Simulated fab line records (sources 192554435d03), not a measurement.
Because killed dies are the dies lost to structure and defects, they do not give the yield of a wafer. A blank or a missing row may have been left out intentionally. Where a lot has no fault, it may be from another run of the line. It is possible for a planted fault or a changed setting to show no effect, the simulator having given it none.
Matching of chambers -- flow n5-finfet -- rie-si-02 running N5_STI_FIN_REVEAL_ETCH_34: 4 sister chambers
The step etches Si in H2, material Si, target depth 0.97 nm. 20 wafers are shown with their chamber, then 10 later ones without.

EACH WAFER AND ITS CHAMBER
wafer,chamber,oes-product-au (a.u.)
L075.2,3,1.005
L075.4,0,1.014
L075.5,1,0.996
L078.1,1,0.997
L078.3,2,0.994
L078.6,2,1.000
L081.1,0,1.028
L081.2,3,1.004
L081.3,1,1.013
L082.1,2,0.999
L082.2,3,1.012
L082.6,3,1.006
L083.1,0,1.015
L083.2,2,0.994
L083.4,3,1.012
L084.1,3,1.016
L084.3,1,1.014
L084.6,3,1.006
L086.2,1,1.001
L086.3,3,0.999

SIGNATURES (means of the wafers above)
reading,chamber 0,chamber 1,chamber 2,chamber 3,scatter within a chamber
oes-product-au,1.01900,1.00420,0.99675,1.00750,0.00644
Rule: distance of a wafer from a chamber = root of the sum over the readings of ((wafer's reading minus chamber's mean) / reading's scatter) squared. If the next closest chamber is less than 2 further off than the closest, the wafer can't be placed; otherwise it belongs to the closest. The scatter is the square root of a quotient: the sum, over the shown wafers, of each reading's squared deviation from its chamber's mean, divided by wafers minus chambers.

WAFERS WITHOUT THEIR CHAMBER
wafer,oes-product-au (a.u.)
L086.4,0.996
L088.1,1.003
L088.2,0.998
L088.5,1.018
L090.1,1.004
L090.3,0.990
L090.5,1.007
L093.2,1.003
L093.4,1.006
L093.6,1.029

WHICH CHAMBER EACH ONE RAN IN
wafer,from the rows above,in truth
L086.4,can't be placed: 2 or 1 or 3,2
L088.1,can't be placed: 1 or 3 or 2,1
L088.2,can't be placed: 2 or 1 or 3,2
L088.5,can't be placed: 0 or 3 or 1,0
L090.1,can't be placed: 1 or 3 or 2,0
L090.3,can't be placed: 2 or 1 or 3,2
L090.5,can't be placed: 3 or 1 or 2 or 0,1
L093.2,can't be placed: 1 or 3 or 2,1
L093.4,can't be placed: 3 or 1 or 2 or 0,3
L093.6,can't be placed: 0 or 3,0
Correctly placed: 0 of 10. Cannot be placed on the basis of these rows: 10; the candidates contain the true chamber in 9. 0 placed wrongly.
